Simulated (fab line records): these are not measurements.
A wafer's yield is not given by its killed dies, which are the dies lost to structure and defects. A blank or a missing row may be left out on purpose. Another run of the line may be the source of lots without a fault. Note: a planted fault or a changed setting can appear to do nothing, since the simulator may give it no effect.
Check for tools in common || flow nand_harc || 27 wafers sampled across 9 lots

WHAT PROMPTED THE OPENING
At NHARC_END_SORT_01 the reading killed_at_array is flagged on 2 of 9 lots. Fault-free wafers read 29, with a standard deviation of 11.
Rule: flag the lot when none of its wafers has a number, or when each of its wafers that has one lies beyond 4 standard deviations from that mean. The other lots count as sound.

{"lot": "L479", "measured": "day 25 15:51", "on": "prober-02", "killed_at_array, wafer by wafer": "25 19 10", "flag": ""}
{"lot": "L484", "measured": "day 26 15:18", "on": "prober-02", "killed_at_array, wafer by wafer": "670 666 667", "flag": "FLAGGED"}
{"lot": "L482", "measured": "day 26 23:06", "on": "prober-02", "killed_at_array, wafer by wafer": "675 677 675", "flag": "FLAGGED"}
{"lot": "L488", "measured": "day 27 12:46", "on": "prober-01", "killed_at_array, wafer by wafer": "34 34 37", "flag": ""}
{"lot": "L492", "measured": "day 27 19:00", "on": "prober-01", "killed_at_array, wafer by wafer": "44 52 41", "flag": ""}
{"lot": "L487", "measured": "day 28 01:59", "on": "prober-01", "killed_at_array, wafer by wafer": "29 22 32", "flag": ""}
{"lot": "L483", "measured": "day 28 06:14", "on": "prober-02", "killed_at_array, wafer by wafer": "42 47 49", "flag": ""}
{"lot": "L494", "measured": "day 28 14:04", "on": "prober-02", "killed_at_array, wafer by wafer": "15 18 16", "flag": ""}
{"lot": "L493", "measured": "day 29 13:28", "on": "prober-02", "killed_at_array, wafer by wafer": "42 31 32", "flag": ""}
The numbers of the flagged lots are 672 on average: +643 against the usual, or +58 standard deviations.

TOOL THAT RAN EACH LOT
The record holds 4 process steps before the reading, out of a route of 1159 steps. Each cell gives the tool, then ch followed by the chambers the sampled wafers passed through, then the start.
{"lot": "L479", "flag": "", "NHARC_A_CONTACT_ETCH_49": "rie_diel-04 ch 1,2, day 20 10:46 or earlier", "NHARC_A_CONTACT_ETCH_111": "har_cap_etch-02 ch 0,1, day 20 10:46", "NHARC_A_CONTACT_ETCH_115": "har_cap_etch-02 ch 0,1, day 20 11:14", "NHARC_A_CONTACT_ETCH_118": "har_cap_etch-02 ch 0,1, day 20 11:31"}
{"lot": "L484", "flag": "FLAGGED", "NHARC_A_CONTACT_ETCH_49": "rie_diel-04 ch 0,1, day 21 15:29 or earlier", "NHARC_A_CONTACT_ETCH_111": "har_cap_etch-02 ch 0,1, day 21 15:29", "NHARC_A_CONTACT_ETCH_115": "har_cap_etch-02 ch 0,1, day 21 15:58", "NHARC_A_CONTACT_ETCH_118": "har_cap_etch-02 ch 0,1, day 21 16:14"}
{"lot": "L482", "flag": "FLAGGED", "NHARC_A_CONTACT_ETCH_49": "rie_diel-04 ch 1,2, day 21 18:33 or earlier", "NHARC_A_CONTACT_ETCH_111": "har_cap_etch-03 ch 0,1, day 21 18:33", "NHARC_A_CONTACT_ETCH_115": "har_cap_etch-03 ch 0,1, day 21 19:10", "NHARC_A_CONTACT_ETCH_118": "har_cap_etch-03 ch 0,1, day 21 19:26"}
{"lot": "L488", "flag": "", "NHARC_A_CONTACT_ETCH_49": "rie_diel-06 ch 0,1,2, day 22 19:09 or earlier", "NHARC_A_CONTACT_ETCH_111": "har_cap_etch-01 ch 0,1, day 22 19:09", "NHARC_A_CONTACT_ETCH_115": "har_cap_etch-01 ch 0,1, day 22 19:35", "NHARC_A_CONTACT_ETCH_118": "har_cap_etch-01 ch 0,1, day 22 19:52"}
{"lot": "L492", "flag": "", "NHARC_A_CONTACT_ETCH_49": "rie_diel-06 ch 0,1,3, day 22 21:44 or earlier", "NHARC_A_CONTACT_ETCH_111": "har_cap_etch-03 ch 0,1, day 22 21:44", "NHARC_A_CONTACT_ETCH_115": "har_cap_etch-03 ch 0,1, day 22 22:11", "NHARC_A_CONTACT_ETCH_118": "har_cap_etch-03 ch 0,1, day 22 22:28"}
{"lot": "L487", "flag": "", "NHARC_A_CONTACT_ETCH_49": "rie_diel-06 ch 1,2,3, day 23 02:16 or earlier", "NHARC_A_CONTACT_ETCH_111": "har_cap_etch-02 ch 0,1, day 23 02:16", "NHARC_A_CONTACT_ETCH_115": "har_cap_etch-02 ch 0,1, day 23 02:44", "NHARC_A_CONTACT_ETCH_118": "har_cap_etch-02 ch 0,1, day 23 03:00"}
{"lot": "L483", "flag": "", "NHARC_A_CONTACT_ETCH_49": "rie_diel-04 ch 1,2,3, day 23 11:11 or earlier", "NHARC_A_CONTACT_ETCH_111": "har_cap_etch-03 ch 0,1, day 23 11:11", "NHARC_A_CONTACT_ETCH_115": "har_cap_etch-03 ch 0,1, day 23 11:39", "NHARC_A_CONTACT_ETCH_118": "har_cap_etch-03 ch 0,1, day 23 11:55"}
{"lot": "L494", "flag": "", "NHARC_A_CONTACT_ETCH_49": "rie_diel-05 ch 0,1, day 23 21:48 or earlier", "NHARC_A_CONTACT_ETCH_111": "har_cap_etch-02 ch 0,1, day 23 21:48", "NHARC_A_CONTACT_ETCH_115": "har_cap_etch-02 ch 0,1, day 23 22:16", "NHARC_A_CONTACT_ETCH_118": "har_cap_etch-02 ch 0,1, day 23 22:33"}
{"lot": "L493", "flag": "", "NHARC_A_CONTACT_ETCH_49": "rie_diel-06 ch 0,2,3, day 24 05:17 or earlier", "NHARC_A_CONTACT_ETCH_111": "har_cap_etch-01 ch 0,1, day 24 05:17", "NHARC_A_CONTACT_ETCH_115": "har_cap_etch-01 ch 0,1, day 24 05:46", "NHARC_A_CONTACT_ETCH_118": "har_cap_etch-01 ch 0,1, day 24 06:02"}
What is done by these steps:
- NHARC_A_CONTACT_ETCH_49: etches the open film in N2/H2, target depth 260 nm, time 475.3 s.
- NHARC_A_CONTACT_ETCH_111: etches the open film in C4F8/O2/Ar, time 140 s, target depth 700 nm.
- NHARC_A_CONTACT_ETCH_115: etches the open film in C4F8/O2/Ar, time 94 s, target depth 922 nm.
- NHARC_A_CONTACT_ETCH_118: etches the open film in C4F8/O2/Ar, time 94 s, target depth 922 nm.
- NHARC_END_SORT_01

FLAGGED OVER TOTAL, TOOL BY TOOL (the gauges that took the reading come last)
{"step": "NHARC_A_CONTACT_ETCH_49", "tool": "rie_diel-04", "lots run": 4, "flagged": 2, "share of the flagged lots": "all", "sound lots run after its first flagged lot": "1 (L483)"}
{"step": "NHARC_A_CONTACT_ETCH_49", "tool": "rie_diel-05", "lots run": 1, "flagged": 0, "share of the flagged lots": "none", "sound lots run after its first flagged lot": "-"}
{"step": "NHARC_A_CONTACT_ETCH_49", "tool": "rie_diel-06", "lots run": 4, "flagged": 0, "share of the flagged lots": "none", "sound lots run after its first flagged lot": "-"}
{"step": "NHARC_A_CONTACT_ETCH_111", "tool": "har_cap_etch-01", "lots run": 2, "flagged": 0, "share of the flagged lots": "none", "sound lots run after its first flagged lot": "-"}
{"step": "NHARC_A_CONTACT_ETCH_111", "tool": "har_cap_etch-02", "lots run": 4, "flagged": 1, "share of the flagged lots": "some", "sound lots run after its first flagged lot": "2 (L487,L494)"}
{"step": "NHARC_A_CONTACT_ETCH_111", "tool": "har_cap_etch-03", "lots run": 3, "flagged": 1, "share of the flagged lots": "some", "sound lots run after its first flagged lot": "2 (L492,L483)"}
{"step": "NHARC_A_CONTACT_ETCH_115", "tool": "har_cap_etch-01", "lots run": 2, "flagged": 0, "share of the flagged lots": "none", "sound lots run after its first flagged lot": "-"}
{"step": "NHARC_A_CONTACT_ETCH_115", "tool": "har_cap_etch-02", "lots run": 4, "flagged": 1, "share of the flagged lots": "some", "sound lots run after its first flagged lot": "2 (L487,L494)"}
{"step": "NHARC_A_CONTACT_ETCH_115", "tool": "har_cap_etch-03", "lots run": 3, "flagged": 1, "share of the flagged lots": "some", "sound lots run after its first flagged lot": "2 (L492,L483)"}
{"step": "NHARC_A_CONTACT_ETCH_118", "tool": "har_cap_etch-01", "lots run": 2, "flagged": 0, "share of the flagged lots": "none", "sound lots run after its first flagged lot": "-"}
{"step": "NHARC_A_CONTACT_ETCH_118", "tool": "har_cap_etch-02", "lots run": 4, "flagged": 1, "share of the flagged lots": "some", "sound lots run after its first flagged lot": "2 (L487,L494)"}
{"step": "NHARC_A_CONTACT_ETCH_118", "tool": "har_cap_etch-03", "lots run": 3, "flagged": 1, "share of the flagged lots": "some", "sound lots run after its first flagged lot": "2 (L492,L483)"}
{"step": "NHARC_END_SORT_01", "tool": "prober-01", "lots run": 3, "flagged": 0, "share of the flagged lots": "none", "sound lots run after its first flagged lot": "-"}
{"step": "NHARC_END_SORT_01", "tool": "prober-02", "lots run": 6, "flagged": 2, "share of the flagged lots": "all", "sound lots run after its first flagged lot": "3 (L483,L494,L493)"}
NHARC_A_CONTACT_ETCH_49: start missing for some lots; hours and lot order therefore follow NHARC_A_CONTACT_ETCH_111.

WHAT IS ALLOWED BY THE TABLE
2 rows of the table ran every flagged lot: rie_diel-04 at NHARC_A_CONTACT_ETCH_49, prober-02 at NHARC_END_SORT_01.
- rie_diel-04 at NHARC_A_CONTACT_ETCH_49: 2 of its 4 lots flagged. Lots that were sound ran on it after the first flagged one (L483); a persistent fault on the entire tool would not allow that.
- prober-02 at NHARC_END_SORT_01: 2 of its 6 lots flagged. Lots that were sound ran on it after the first flagged one (L483, L494, L493); a persistent fault on the entire tool would not allow that.
No row of the table ran every flagged lot and no sound lot after the first.

WHAT THE SIMULATOR HAD INSERTED
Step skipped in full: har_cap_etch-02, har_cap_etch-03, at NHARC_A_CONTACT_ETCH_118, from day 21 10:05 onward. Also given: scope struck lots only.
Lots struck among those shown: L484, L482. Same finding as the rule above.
